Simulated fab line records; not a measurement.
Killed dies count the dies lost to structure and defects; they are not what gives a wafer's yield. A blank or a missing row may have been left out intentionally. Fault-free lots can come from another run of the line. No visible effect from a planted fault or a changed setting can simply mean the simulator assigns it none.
Which tool was responsible? :: flow nand harc :: Sampling: 12 lots, 36 wafers, 5 of 1302 route steps

WHAT THE GAUGES READ, wafer by wafer
NHARC_A_ONON_D1_THK_MEAS_11: measures by ellipsometry. Usual: thk nm reads 994 nm (standard deviation 14).
lot: L545
measured: day 8 17:49
on: film metro-01
thk nm (nm): 980 980 980
flag: 

lot: L548
measured: day 9 18:04
on: film metro-01
thk nm (nm): 963 962 962
flag: 

lot: L549
measured: day 10 10:20
on: film metro-01
thk nm (nm): 991 990 991
flag: 

lot: L552
measured: day 11 12:11
on: film metro-01
thk nm (nm): 1005 1005 1004
flag: 

lot: L553
measured: day 12 09:28
on: film metro-02
thk nm (nm): 1001 999 998
flag: 

lot: L555
measured: day 12 18:20
on: film metro-02
thk nm (nm): 981 981 981
flag: 

lot: L560
measured: day 14 16:11
on: film metro-01
thk nm (nm): 1673 1673 1672
flag: OFF

lot: L561
measured: day 15 05:08
on: film metro-01
thk nm (nm): 1632 1634 1632
flag: OFF

lot: L562
measured: day 15 14:00
on: film metro-02
thk nm (nm): 1010 1011 1009
flag: 

lot: L564
measured: day 16 06:06
on: film metro-01
thk nm (nm): 998 998 999
flag: 

lot: L565
measured: day 16 21:50
on: film metro-01
thk nm (nm): 995 995 994
flag: 

lot: L566
measured: day 17 10:16
on: film metro-02
thk nm (nm): 997 997 999
flag: 

NHARC_END_SORT_01. Usual: killed at array 59, standard deviation 19; killed at other 0.6, standard deviation 0.85; killed at periphery 3.8, standard deviation 2.5; killed dies 64, standard deviation 19; killed open 3.3, standard deviation 1.8; killed short 2.2, standard deviation 1.6.
lot: L555
measured: day 29 19:52
on: prober-01
killed at array: 62
killed at other: 1
killed at periphery: 1
killed dies: 64
killed open: 4
killed short: 2
flag: 

lot: L560
measured: day 31 08:21
on: prober-01
killed at array: 672 676 672
killed at other: 3 1 1
killed at periphery: 2 0 4
killed dies: 677 677 677
killed open: 2 2 1
killed short: 2 0 0
flag: OFF

lot: L561
measured: day 32 18:33
on: prober-01
killed at array: 668 674 670
killed at other: 0 0 1
killed at periphery: 9 3 6
killed dies: 677 677 677
killed open: 4 2 4
killed short: 3 4 3
flag: OFF

TOOL THAT RAN EACH LOT (tool first, then ch and the chambers of the sampled wafers, then the start)
lot: L545
NHARC_A_ZERO_WELL_ETCH_19: rie diel-07 ch 0,1,2, day 7 16:02
NHARC_A_ONON_D1_DEP_09: pecvd onon-03 ch 0, day 8 17:19
NHARC_A_ONON_D1_DEP_33: pecvd-02 ch 0,1,2, day 9 07:22

lot: L548
NHARC_A_ZERO_WELL_ETCH_19: rie diel-07 ch 1,2, day 8 18:26
NHARC_A_ONON_D1_DEP_09: pecvd onon-04 ch 0, day 9 17:33
NHARC_A_ONON_D1_DEP_33: pecvd-01 ch 0,1,2, day 10 06:47

lot: L549
NHARC_A_ZERO_WELL_ETCH_19: rie diel-11 ch 0,1, day 9 08:51
NHARC_A_ONON_D1_DEP_09: pecvd onon-03 ch 0, day 10 09:50
NHARC_A_ONON_D1_DEP_33: pecvd-01 ch 0,1,2, day 11 01:30

lot: L552
NHARC_A_ZERO_WELL_ETCH_19: rie diel-11 ch 0,2,3, day 10 14:22
NHARC_A_ONON_D1_DEP_09: pecvd onon-02 ch 0, day 11 11:44
NHARC_A_ONON_D1_DEP_33: pecvd-03 ch 0,2, day 11 23:52

lot: L553
NHARC_A_ZERO_WELL_ETCH_19: rie diel-07 ch 0,2,3, day 11 09:56
NHARC_A_ONON_D1_DEP_09: pecvd onon-03 ch 0, day 12 08:57
NHARC_A_ONON_D1_DEP_33: pecvd-01 ch 0,1,2, day 12 20:10

lot: L555
NHARC_A_ZERO_WELL_ETCH_19: rie diel-03 ch 1,3, day 11 21:27
NHARC_A_ONON_D1_DEP_09: pecvd onon-03 ch 0, day 12 17:57
NHARC_A_ONON_D1_DEP_33: pecvd-01 ch 0,1,2, day 13 04:57

lot: L560
NHARC_A_ZERO_WELL_ETCH_19: rie diel-07 ch 0,3, day 13 18:06
NHARC_A_ONON_D1_DEP_09: pecvd onon-03 ch 0, day 14 15:44
NHARC_A_ONON_D1_DEP_33: pecvd-01 ch 0,1, day 15 02:56

lot: L561
NHARC_A_ZERO_WELL_ETCH_19: rie diel-03 ch 1,2, day 14 02:33
NHARC_A_ONON_D1_DEP_09: pecvd onon-03 ch 0, day 15 04:41
NHARC_A_ONON_D1_DEP_33: pecvd-01 ch 0,2, day 15 17:51

lot: L562
NHARC_A_ZERO_WELL_ETCH_19: rie diel-07 ch 2,3, day 14 13:57
NHARC_A_ONON_D1_DEP_09: pecvd onon-04 ch 0, day 15 13:29
NHARC_A_ONON_D1_DEP_33: pecvd-02 ch 0,1, day 16 00:43

lot: L564
NHARC_A_ZERO_WELL_ETCH_19: rie diel-07 ch 1,2,3, day 15 09:35
NHARC_A_ONON_D1_DEP_09: pecvd onon-04 ch 0, day 16 05:46
NHARC_A_ONON_D1_DEP_33: pecvd-01 ch 0,1,2, day 16 17:14

lot: L565
NHARC_A_ZERO_WELL_ETCH_19: rie diel-07 ch 0,1,3, day 15 22:08
NHARC_A_ONON_D1_DEP_09: pecvd onon-02 ch 0, day 16 21:19
NHARC_A_ONON_D1_DEP_33: pecvd-01 ch 0,1, day 17 08:31

lot: L566
NHARC_A_ZERO_WELL_ETCH_19: rie diel-07 ch 0,1,2, day 16 07:55
NHARC_A_ONON_D1_DEP_09: pecvd onon-02 ch 0, day 17 09:45
NHARC_A_ONON_D1_DEP_33: pecvd-02 ch 0,2, day 17 21:40
- NHARC_A_ZERO_WELL_ETCH_19: etches the open film in N2/H2, target depth 80 nm, overetch 24 nm, time 87.88 s.
- NHARC_A_ONON_D1_DEP_09: target thk 1000 nm.
- NHARC_A_ONON_D1_DEP_33: deposits SiO2, target thk 200 nm.

WHAT THE TOOLS THEMSELVES READ (means of the sampled wafers that have a number; where no wafer has one, the mark that the record gives instead)
NHARC_A_ZERO_WELL_ETCH_19. Usual: value, then standard deviation, for each; bias w 150.0 W / 0.47; drypump motor current A 5.8 A / 0.49; oes product au 0.999 a.u. / 0.0078; rf fwd power W 397.3 W / 1.3; rf vpp V 431.3 V / 2.3; showerhead plenum p Torr 2.08 Torr / 0.08; throttle valve pct 14.172 % / 0.0075.
lot: L545
tool: rie diel-07
bias w (W): 149.7
drypump motor current A (A): 5.5
oes product au (a.u.): 0.998
rf fwd power W (W): 398.1
rf vpp V (V): 431.8
showerhead plenum p Torr (Torr): 2.11
throttle valve pct (%): 14.173
flag: 

lot: L548
tool: rie diel-07
bias w (W): 150.4
drypump motor current A (A): 5.9
oes product au (a.u.): 1.001
rf fwd power W (W): 396.2
rf vpp V (V): 433.3
showerhead plenum p Torr (Torr): 2.12
throttle valve pct (%): 14.174
flag: 

lot: L549
tool: rie diel-11
bias w (W): 149.9
drypump motor current A (A): 5.4
oes product au (a.u.): 0.993
rf fwd power W (W): 397.9
rf vpp V (V): 432.1
showerhead plenum p Torr (Torr): 2.10
throttle valve pct (%): 14.169
flag: 

lot: L552
tool: rie diel-11
bias w (W): 150.6
drypump motor current A (A): 5.8
oes product au (a.u.): 1.003
rf fwd power W (W): 397.3
rf vpp V (V): 430.9
showerhead plenum p Torr (Torr): 2.05
throttle valve pct (%): 14.180
flag: 

lot: L553
tool: rie diel-07
bias w (W): 150.0
drypump motor current A (A): 5.6
oes product au (a.u.): 1.002
rf fwd power W (W): 397.8
rf vpp V (V): 430.3
showerhead plenum p Torr (Torr): 2.04
throttle valve pct (%): 14.175
flag: 

lot: L555
tool: rie diel-03
bias w (W): 149.9
drypump motor current A (A): 6.0
oes product au (a.u.): 1.003
rf fwd power W (W): 397.9
rf vpp V (V): 433.8
showerhead plenum p Torr (Torr): 2.18
throttle valve pct (%): 14.172
flag: 

lot: L560
tool: rie diel-07
bias w (W): 149.8
drypump motor current A (A): 5.2
oes product au (a.u.): 1.003
rf fwd power W (W): 397.6
rf vpp V (V): 429.4
showerhead plenum p Torr (Torr): 2.02
throttle valve pct (%): 14.165
flag: 

lot: L561
tool: rie diel-03
bias w (W): 150.2
drypump motor current A (A): 5.9
oes product au (a.u.): 0.990
rf fwd power W (W): 398.3
rf vpp V (V): 430.6
showerhead plenum p Torr (Torr): 2.07
throttle valve pct (%): 14.168
flag: 

lot: L562
tool: rie diel-07
bias w (W): 149.4
drypump motor current A (A): 6.0
oes product au (a.u.): 0.999
rf fwd power W (W): 398.3
rf vpp V (V): 429.5
showerhead plenum p Torr (Torr): 2.01
throttle valve pct (%): 14.178
flag: 

lot: L564
tool: rie diel-07
bias w (W): 150.1
drypump motor current A (A): 6.0
oes product au (a.u.): 0.992
rf fwd power W (W): 397.7
rf vpp V (V): 430.7
showerhead plenum p Torr (Torr): 2.08
throttle valve pct (%): 14.168
flag: 

lot: L565
tool: rie diel-07
bias w (W): 149.9
drypump motor current A (A): 5.6
oes product au (a.u.): 0.998
rf fwd power W (W): 396.7
rf vpp V (V): 431.4
showerhead plenum p Torr (Torr): 2.07
throttle valve pct (%): 14.173
flag: 

lot: L566
tool: rie diel-07
bias w (W): 150.0
drypump motor current A (A): 5.6
oes product au (a.u.): 0.995
rf fwd power W (W): 397.9
rf vpp V (V): 432.2
showerhead plenum p Torr (Torr): 2.10
throttle valve pct (%): 14.175
flag: 

NHARC_A_ONON_D1_DEP_33. Usual: chamber pressure Torr 6.498 Torr, standard deviation 0.014; heater power w 520 W, standard deviation 86; mfc precursor sccm 161.4 sccm, standard deviation 0.57; rf fwd power W 898.6 W, standard deviation 2.6; showerhead vpp V 1838 V, standard deviation 60; throttle valve pct 16.1 %, standard deviation 0.57.
lot: L545
tool: pecvd-02
chamber pressure Torr (Torr): 6.495
heater power w (W): 482
mfc precursor sccm (sccm): 161.2
rf fwd power W (W): 897.6
showerhead vpp V (V): 1833
throttle valve pct (%): 16.1
flag: 

lot: L548
tool: pecvd-01
chamber pressure Torr (Torr): 6.506
heater power w (W): 557
mfc precursor sccm (sccm): 161.4
rf fwd power W (W): 897.0
showerhead vpp V (V): 1859
throttle valve pct (%): 16.4
flag: 

lot: L549
tool: pecvd-01
chamber pressure Torr (Torr): 6.493
heater power w (W): 558
mfc precursor sccm (sccm): 161.1
rf fwd power W (W): 897.4
showerhead vpp V (V): 1839
throttle valve pct (%): 16.4
flag: 

lot: L552
tool: pecvd-03
chamber pressure Torr (Torr): 6.501
heater power w (W): 446
mfc precursor sccm (sccm): 161.1
rf fwd power W (W): 899.0
showerhead vpp V (V): 1816
throttle valve pct (%): 15.6
flag: 

lot: L553
tool: pecvd-01
chamber pressure Torr (Torr): 6.494
heater power w (W): 594
mfc precursor sccm (sccm): 160.9
rf fwd power W (W): 895.9
showerhead vpp V (V): 1838
throttle valve pct (%): 16.7
flag: 

lot: L555
tool: pecvd-01
chamber pressure Torr (Torr): 6.507
heater power w (W): 566
mfc precursor sccm (sccm): 160.8
rf fwd power W (W): 900.7
showerhead vpp V (V): 1838
throttle valve pct (%): 16.7
flag: 

lot: L560
tool: pecvd-01
chamber pressure Torr (Torr): 6.503
heater power w (W): 579
mfc precursor sccm (sccm): 161.5
rf fwd power W (W): 897.2
showerhead vpp V (V): 1863
throttle valve pct (%): 16.5
flag: 

lot: L561
tool: pecvd-01
chamber pressure Torr (Torr): 6.504
heater power w (W): 535
mfc precursor sccm (sccm): 161.0
rf fwd power W (W): 900.4
showerhead vpp V (V): 1839
throttle valve pct (%): 15.7
flag: 

lot: L562
tool: pecvd-02
chamber pressure Torr (Torr): 6.495
heater power w (W): 522
mfc precursor sccm (sccm): 161.0
rf fwd power W (W): 901.6
showerhead vpp V (V): 1811
throttle valve pct (%): 16.0
flag: 

lot: L564
tool: pecvd-01
chamber pressure Torr (Torr): 6.486
heater power w (W): 587
mfc precursor sccm (sccm): 161.7
rf fwd power W (W): 899.8
showerhead vpp V (V): 1839
throttle valve pct (%): 16.3
flag: 

lot: L565
tool: pecvd-01
chamber pressure Torr (Torr): 6.493
heater power w (W): 628
mfc precursor sccm (sccm): 161.6
rf fwd power W (W): 899.6
showerhead vpp V (V): 1850
throttle valve pct (%): 16.6
flag: 

lot: L566
tool: pecvd-02
chamber pressure Torr (Torr): 6.490
heater power w (W): 449
mfc precursor sccm (sccm): 161.2
rf fwd power W (W): 897.9
showerhead vpp V (V): 1874
throttle valve pct (%): 16.0
flag: 

THE ANSWER, worked out from the rows above alone
Rule: a lot is off if the mean of its wafers that have a number lies more than 3 standard deviations from the usual mean. Also off: a lot with no number at a reading for which 4 or more lots have one. The other lots that the step has rows for count as sound. After the gauges, taken in route order, come the tools' own readings; for these a lot's mean is taken, as printed above. The first step at which some lot is off is used, and at that step the reading that is off furthest; a lot without a number counts as furthest.
Off: L560, L561, at NHARC_A_ONON_D1_THK_MEAS_11 (thk nm).
A tool fits if, at a process step before that reading, it ran every lot that is off, and no sound lot after the first of them. The gauges at NHARC_A_ONON_D1_THK_MEAS_11 aren't tried: what is off there is off at NHARC_END_SORT_01 too, on other tools, and a gauge's error can't cause that. One fits: pecvd onon-03 at NHARC_A_ONON_D1_DEP_09. Its last sound lot is L555 (day 12 17:57), its first lot that is off L560 (day 14 15:44): a fault that began between those two fits.

WHAT THE SIMULATOR HAD PUT IN
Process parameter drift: pecvd onon-03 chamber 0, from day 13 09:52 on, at NHARC_A_ONON_D1_DEP_09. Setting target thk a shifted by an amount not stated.
Lots struck among those shown: L560, L561. This agrees with what the rule above found.
